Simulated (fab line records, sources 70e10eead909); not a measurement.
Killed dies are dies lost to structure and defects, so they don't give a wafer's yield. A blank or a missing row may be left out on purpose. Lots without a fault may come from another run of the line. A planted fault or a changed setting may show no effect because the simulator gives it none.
One fault seen from 2 desks | flow nand_harc | each desk has only its own numbers; what lay behind them comes last

THE TOOL OWNER'S DESK: lpcvd_poly-04
The tool's own readings at NHARC_A_WL_FILL_CVD_23 (deposits poly-Si, target thk 40 nm, time 800 s): means of the sampled wafers that have a number, for each lot that ran on this tool. A lot is out of limits, marked OUT, if its mean lies more than 4 standard deviations from the usual mean; the brackets give that distance.
Columns: A = spike_tc_top_C at NHARC_A_WL_FILL_CVD_23, usual 638.0 C
lot  | first seen here | A
L343 | day 15 16:35    | 636.1
L350 | day 17 22:29    | 635.6
L351 | day 17 22:29    | 637.5
L352 | day 17 22:29    | 637.8
This desk's finding: nothing out of limits on any of the 4 lots.

THE METROLOGY DESK
What the gauges read, lot by lot, whatever tool the lot ran on: means of the sampled wafers that have a number. A lot is out of limits, marked OUT, if its mean lies more than 4 standard deviations from the usual mean; the brackets give that distance.
Columns: A = cd_nm at NHARC_A_CONTACT_CD_MEAS_42, usual 200.5 nm; B = overlay_x_nm at NHARC_A_CONTACT_OVL_MEAS_43, usual 0.1 nm; C = overlay_y_nm at NHARC_A_CONTACT_OVL_MEAS_43, usual 0.0 nm
lot  | first seen here | A     | B    | C
L343 | day 16 06:43    | 201.0 | -0.1 | 0.4
L350 | day 18 12:11    | 200.1 | 0.0  | -1.5
L352 | day 18 15:28    | 200.6 | 0.7  | 0.5
L351 | day 18 17:17    | 201.4 | 0.2  | -0.6
L357 | day 19 16:15    | 199.8 | 1.2  | -0.1
L360 | day 20 17:14    | 200.2 | 0.9  | 1.0
L363 | day 22 13:19    | 200.0 | -0.8 | 0.4
This desk's finding: nothing out of limits on any of the 7 lots.

PUT TOGETHER
The tool owner's desk saw nothing out of limits.
The metrology desk saw nothing out of limits.

WHAT THE SIMULATOR HAD PUT IN
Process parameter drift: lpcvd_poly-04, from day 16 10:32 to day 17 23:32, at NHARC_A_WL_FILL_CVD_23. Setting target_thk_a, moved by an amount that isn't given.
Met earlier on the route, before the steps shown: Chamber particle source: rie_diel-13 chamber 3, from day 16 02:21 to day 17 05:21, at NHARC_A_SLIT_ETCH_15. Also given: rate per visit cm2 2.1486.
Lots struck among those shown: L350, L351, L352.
